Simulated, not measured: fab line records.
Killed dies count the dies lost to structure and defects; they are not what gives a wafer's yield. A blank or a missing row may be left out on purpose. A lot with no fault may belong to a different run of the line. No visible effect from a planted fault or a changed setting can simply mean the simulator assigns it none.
Which tool is to blame? -- flow n5Finfet -- Sampling: 24 lots, 72 wafers, 4 of 1938 route steps

## WHAT THE GAUGES SHOWED, per wafer
N5_BEOL_M4_CD_MEAS_28: target cd 26.2 nm, target cd y 24.1 nm. Usual: cdNm at 26.19 nm, with a standard deviation of 0.24.
lot,measured,on,cdNm (nm),flag
L074,day 7 12:19,cdSem-01,26.33 26.18 26.40,
L075,day 8 07:53,cdSem-02,26.28 26.05 26.17,
L076,day 8 19:18,cdSem-02,26.21 26.80 26.24,
L077,day 8 19:55,cdSem-02,25.65 26.07 26.04,
L078,day 9 00:48,cdSem-03,26.43 26.38 26.41,
L079,day 9 01:04,cdSem-01,26.35 26.45 26.17,
L080,day 9 07:47,cdSem-02,25.81 25.93 26.05,
L081,day 9 12:50,cdSem-03,26.47 26.19 25.94,
L082,day 10 01:09,cdSem-03,26.00 26.04 26.00,
L083,day 10 03:17,cdSem-02,26.20 26.52 26.15,
L085,day 10 06:41,cdSem-01,26.41 25.73 26.17,
L084,day 10 07:05,cdSem-01,26.31 26.47 26.33,
L086,day 11 06:40,cdSem-03,26.28 26.23 26.50,
L087,day 11 07:18,cdSem-03,26.34 26.13 26.30,
L089,day 11 12:16,cdSem-03,26.43 26.49 26.00,
L088,day 11 19:37,cdSem-02,26.13 26.14 26.34,
L091,day 11 20:52,cdSem-02,26.59 26.36 26.20,
L090,day 12 01:03,cdSem-02,25.92 25.94 26.02,
L093,day 12 10:28,cdSem-02,26.36 25.79 25.91,
L092,day 12 10:38,cdSem-01,26.28 26.53 26.10,
L094,day 13 06:11,cdSem-01,25.80 25.91 26.21,
L096,day 13 06:41,cdSem-02,25.86 25.69 26.36,
L095,day 13 15:54,cdSem-01,25.78 26.48 26.12,
L097,day 13 21:49,cdSem-03,26.50 26.14 26.45,

## WHICH TOOL RAN EACH LOT (tool, then ch and the chambers of the sampled wafers, then the start)
lot,N5_BEOL_M3_ANNEAL_93,N5_BEOL_M4_DESCUM_16,N5_BEOL_M4_ETCH_74
L074,"pvdSputter-02, day 7 07:00","rieDiel-01 ch 0,1,3, day 7 11:32","rieDiel-01 ch 0,1,3, day 7 11:34"
L075,"pvdSputter-01, day 7 19:23","rieDiel-03 ch 0,1,2, day 8 07:08","rieDiel-03 ch 0,1,2, day 8 07:10"
L076,"pvdSputter-01, day 8 13:02","rieDiel-01 ch 1,2, day 8 18:33","rieDiel-01 ch 1,2, day 8 18:35"
L077,"pvdSputter-02, day 8 13:45","rieDiel-06 ch 0,1,3, day 8 19:05","rieDiel-06 ch 0,1,3, day 8 19:08"
L078,"pvdSputter-01, day 8 19:32","rieDiel-06 ch 0,1, day 8 23:59","rieDiel-06 ch 0,1, day 9 00:01"
L079,"pvdSputter-03, day 8 20:14","rieDiel-03 ch 0,1,2, day 9 00:11","rieDiel-03 ch 0,1,2, day 9 00:13"
L080,"pvdSputter-02, day 9 02:00","rieDiel-01 ch 0,1,2, day 9 06:51","rieDiel-01 ch 0,1,2, day 9 06:53"
L081,"pvdSputter-01, day 9 08:59","rieDiel-03 ch 0,3, day 9 11:58","rieDiel-03 ch 0,3, day 9 11:59"
L082,"pvdSputter-03, day 9 20:12","rieDiel-01 ch 0,2,3, day 10 00:23","rieDiel-01 ch 0,2,3, day 10 00:26"
L083,"pvdSputter-01, day 9 23:08","rieDiel-01 ch 0,2, day 10 02:24","rieDiel-01 ch 0,2, day 10 02:26"
L085,"pvdSputter-01, day 10 03:34","rieDiel-03 ch 0,3, day 10 05:56","rieDiel-03 ch 0,3, day 10 05:58"
L084,"pvdSputter-03, day 10 03:56","rieDiel-06 ch 2,3, day 10 06:16","rieDiel-06 ch 2,3, day 10 06:18"
L086,"pvdSputter-02, day 10 23:54","rieDiel-03 ch 0,1,3, day 11 05:23","rieDiel-03 ch 0,1,3, day 11 05:25"
L087,"pvdSputter-03, day 11 00:16","rieDiel-03 ch 0,3, day 11 06:30","rieDiel-03 ch 0,3, day 11 06:32"
L089,"pvdSputter-03, day 11 07:56","rieDiel-01 ch 0,2,3, day 11 11:26","rieDiel-01 ch 0,2,3, day 11 11:29"
L088,"pvdSputter-02, day 11 15:22","rieDiel-03 ch 0,1,3, day 11 18:44","rieDiel-03 ch 0,1,3, day 11 18:46"
L091,"pvdSputter-01, day 11 17:54","rieDiel-03 ch 0,1,2, day 11 20:06","rieDiel-03 ch 0,1,2, day 11 20:08"
L090,"pvdSputter-02, day 11 21:02","rieDiel-01 ch 2,3, day 12 00:17","rieDiel-01 ch 2,3, day 12 00:20"
L093,"pvdSputter-03, day 12 06:46","rieDiel-03 ch 0,3, day 12 09:28","rieDiel-03 ch 0,3, day 12 09:29"
L092,"pvdSputter-01, day 12 06:52","rieDiel-06 ch 0,1, day 12 09:40","rieDiel-06 ch 0,1, day 12 09:43"
L094,"pvdSputter-02, day 12 23:33","rieDiel-06 ch 1,3, day 13 05:14","rieDiel-06 ch 1,3, day 13 05:17"
L096,"pvdSputter-02, day 13 03:14","rieDiel-03 ch 1,2, day 13 05:56","rieDiel-03 ch 1,2, day 13 05:58"
L095,"pvdSputter-03, day 13 08:49","rieDiel-06 ch 0,3, day 13 15:00","rieDiel-06 ch 0,3, day 13 15:02"
L097,"pvdSputter-02, day 13 18:45","rieDiel-06 ch 0,1,2, day 13 21:04","rieDiel-06 ch 0,1,2, day 13 21:05"
- N5_BEOL_M3_ANNEAL_93: time 240 s.
- N5_BEOL_M4_DESCUM_16: chemistry O2, time 7 s.
- N5_BEOL_M4_ETCH_74: etches underlayer in N2/H2, target depth 6.5 nm, time 5.2 s.

## WHAT THE TOOLS THEMSELVES READ (means of the sampled wafers that have a number; where no wafer has one, the mark that the record gives instead)
N5_BEOL_M3_ANNEAL_93. Usual: heaterPowerW at 825 W, with a standard deviation of 110.
lot,tool,heaterPowerW (W),flag
L074,pvdSputter-02,864,
L075,pvdSputter-01,789,
L076,pvdSputter-01,850,
L077,pvdSputter-02,860,
L078,pvdSputter-01,841,
L079,pvdSputter-03,869,
L080,pvdSputter-02,745,
L081,pvdSputter-01,803,
L082,pvdSputter-03,835,
L083,pvdSputter-01,797,
L085,pvdSputter-01,834,
L084,pvdSputter-03,929,
L086,pvdSputter-02,760,
L087,pvdSputter-03,737,
L089,pvdSputter-03,811,
L088,pvdSputter-02,749,
L091,pvdSputter-01,790,
L090,pvdSputter-02,886,
L093,pvdSputter-03,779,
L092,pvdSputter-01,847,
L094,pvdSputter-02,773,
L096,pvdSputter-02,757,
L095,pvdSputter-03,821,
L097,pvdSputter-02,843,

N5_BEOL_M4_DESCUM_16. Usual: drypumpMotorCurrentA 5.7 A, standard deviation 0.54; oesProductAu 0.80 a.u., standard deviation 0.093; rfVppV 243.8 V, standard deviation 1.4; showerheadPlenumPTorr 2.13 Torr, standard deviation 0.066; throttleValvePct 20.37 %, standard deviation 0.25.
lot,tool,drypumpMotorCurrentA (A),oesProductAu (a.u.),rfVppV (V),showerheadPlenumPTorr (Torr),throttleValvePct (%),flag
L074,rieDiel-01,6.2,0.72,242.8,2.11,20.34,
L075,rieDiel-03,5.2,0.81,242.8,2.14,20.43,
L076,rieDiel-01,5.4,0.79,244.3,2.11,20.11,
L077,rieDiel-06,5.9,0.79,245.0,2.20,20.49,
L078,rieDiel-06,6.3,0.71,245.0,2.17,20.55,
L079,rieDiel-03,5.2,0.81,244.2,2.14,20.44,
L080,rieDiel-01,5.7,0.75,243.6,2.11,20.19,
L081,rieDiel-03,5.4,0.85,243.2,2.09,20.27,
L082,rieDiel-01,6.0,0.86,244.1,2.18,20.17,
L083,rieDiel-01,5.6,0.80,245.0,2.19,20.15,
L085,rieDiel-03,5.7,0.82,242.7,2.06,20.44,
L084,rieDiel-06,6.0,0.98,243.1,2.11,20.10,
L086,rieDiel-03,5.5,0.78,243.3,2.10,20.42,
L087,rieDiel-03,5.4,0.83,242.6,2.08,20.28,
L089,rieDiel-01,6.0,0.82,244.4,2.17,20.20,
L088,rieDiel-03,5.6,0.78,243.0,2.10,20.42,
L091,rieDiel-03,5.2,0.79,242.9,2.13,20.48,
L090,rieDiel-01,5.7,0.83,244.0,2.17,20.13,
L093,rieDiel-03,5.5,0.82,242.2,2.08,20.31,
L092,rieDiel-06,6.0,0.68,244.3,2.16,20.58,
L094,rieDiel-06,6.2,0.76,244.8,2.19,20.57,
L096,rieDiel-03,5.3,0.71,244.8,2.14,20.64,
L095,rieDiel-06,5.6,0.96,244.0,2.18,20.26,
L097,rieDiel-06,6.2,0.87,243.9,2.11,20.26,

N5_BEOL_M4_ETCH_74. Usual: drypumpMotorCurrentA 5.7 A, standard deviation 0.54; etchRfOnTimeS 5.13 s, standard deviation 0.14; oesProductAu 0.69 a.u., standard deviation 0.077; rfVppV 525.4 V, standard deviation 2.5; showerheadPlenumPTorr 2.59 Torr, standard deviation 0.085; throttleValvePct 17.78 %, standard deviation 0.22.
lot,tool,drypumpMotorCurrentA (A),etchRfOnTimeS (s),oesProductAu (a.u.),rfVppV (V),showerheadPlenumPTorr (Torr),throttleValvePct (%),flag
L074,rieDiel-01,6.2,5.18,0.61,524.4,2.55,17.71,
L075,rieDiel-03,5.2,5.08,0.70,526.1,2.60,17.90,
L076,rieDiel-01,5.4,5.02,0.68,525.2,2.60,17.69,
L077,rieDiel-06,5.9,5.23,0.67,526.6,2.65,17.76,
L078,rieDiel-06,6.3,5.18,0.60,527.4,2.62,17.82,
L079,rieDiel-03,5.2,5.12,0.69,525.2,2.60,17.90,
L080,rieDiel-01,5.8,5.17,0.64,525.4,2.58,17.65,
L081,rieDiel-03,5.5,5.23,0.73,525.1,2.54,17.62,
L082,rieDiel-01,6.0,5.08,0.74,526.9,2.66,17.67,
L083,rieDiel-01,5.6,5.11,0.69,527.3,2.69,17.74,
L085,rieDiel-03,5.7,5.18,0.70,522.6,2.48,17.67,
L084,rieDiel-06,6.0,5.13,0.84,524.7,2.57,17.64,
L086,rieDiel-03,5.6,5.13,0.67,523.8,2.54,17.75,
L087,rieDiel-03,5.4,5.22,0.70,524.6,2.53,17.64,
L089,rieDiel-01,6.0,5.09,0.71,526.2,2.65,17.67,
L088,rieDiel-03,5.5,5.14,0.66,522.9,2.54,17.76,
L091,rieDiel-03,5.2,5.13,0.66,524.9,2.59,17.95,
L090,rieDiel-01,5.7,4.93,0.73,527.3,2.67,17.74,
L093,rieDiel-03,5.5,5.20,0.69,524.1,2.52,17.66,
L092,rieDiel-06,6.0,5.14,0.58,526.3,2.61,17.92,
L094,rieDiel-06,6.2,5.22,0.65,526.0,2.63,17.78,
L096,rieDiel-03,5.3,5.02,0.62,525.9,2.60,18.09,
L095,rieDiel-06,5.6,5.31,0.80,526.6,2.63,17.56,
L097,rieDiel-06,6.2,5.19,0.73,524.9,2.57,17.68,

## THE ANSWER, worked out from the rows above alone
Rule: a lot is off if the mean of its wafers that have a number lies more than 3 standard deviations from the usual mean. A lot without any number at a reading at which 4 lots or more have one is off too. All remaining lots with rows at the step are treated as sound. Order of review: gauges by route order, followed by the tools' own readings, for which a lot's mean as printed above is used. The first step at which some lot is off is used, and at that step the reading that is off furthest; a lot without a number counts as furthest.
No lot is off at any reading shown: from this, nothing can be told.

## WHAT THE SIMULATOR HAD PUT IN
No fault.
